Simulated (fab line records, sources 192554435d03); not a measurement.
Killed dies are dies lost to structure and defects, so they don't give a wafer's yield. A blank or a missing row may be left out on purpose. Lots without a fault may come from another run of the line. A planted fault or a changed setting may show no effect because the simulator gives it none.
Chamber matching | flow n5_finfet | N5_BEOL_M5_DESCUM_33 on rie_diel-05: 4 sister chambers
The step chemistry O2, time 7 s. 7 wafers are shown with their chamber, then 7 later ones without.

WAFERS WITH THEIR CHAMBER
wafer  | chamber | throttle_valve_pct (%) | oes_product_au (a.u.)
L080.1 | 0       | 20.84                  | 0.69
L081.5 | 2       | 19.86                  | 0.88
L082.2 | 2       | 19.86                  | 0.89
L082.3 | 3       | 20.94                  | 0.74
L082.6 | 1       | 20.77                  | 0.79
L085.2 | 1       | 20.77                  | 0.78
L085.3 | 0       | 20.86                  | 0.68

WAFERS WITHOUT THEIR CHAMBER
wafer  | throttle_valve_pct (%) | oes_product_au (a.u.)
L085.4 | 20.94                  | 0.73
L086.2 | 20.88                  | 0.68
L086.3 | 20.78                  | 0.79
L086.5 | 20.87                  | 0.69
L094.1 | 19.89                  | 0.86
L094.2 | 20.79                  | 0.77
L094.6 | 20.81                  | 0.78

WHICH CHAMBER EACH WENT THROUGH
wafer  | from the rows above | in truth
L085.4 | 3                   | 3
L086.2 | 0                   | 0
L086.3 | 1                   | 1
L086.5 | 0                   | 0
L094.1 | 2                   | 2
L094.2 | 1                   | 1
L094.6 | 1                   | 1
Placed correctly: 7 of 7. Can't be placed from these rows: 0. Placed wrongly: 0.
How it was worked out, from the rows above alone: a wafer's distance from a chamber is the root of the sum, over the readings, of the square of ((its reading less the chamber's mean) divided by the reading's scatter). The wafer belongs to the nearest chamber; if the next one is less than 2 further off, it can't be placed. A chamber's mean is the mean of its shown wafers. The scatter: the root of (the sum of the squares of (reading less its chamber's mean) over the shown wafers, divided by (wafers less chambers)).
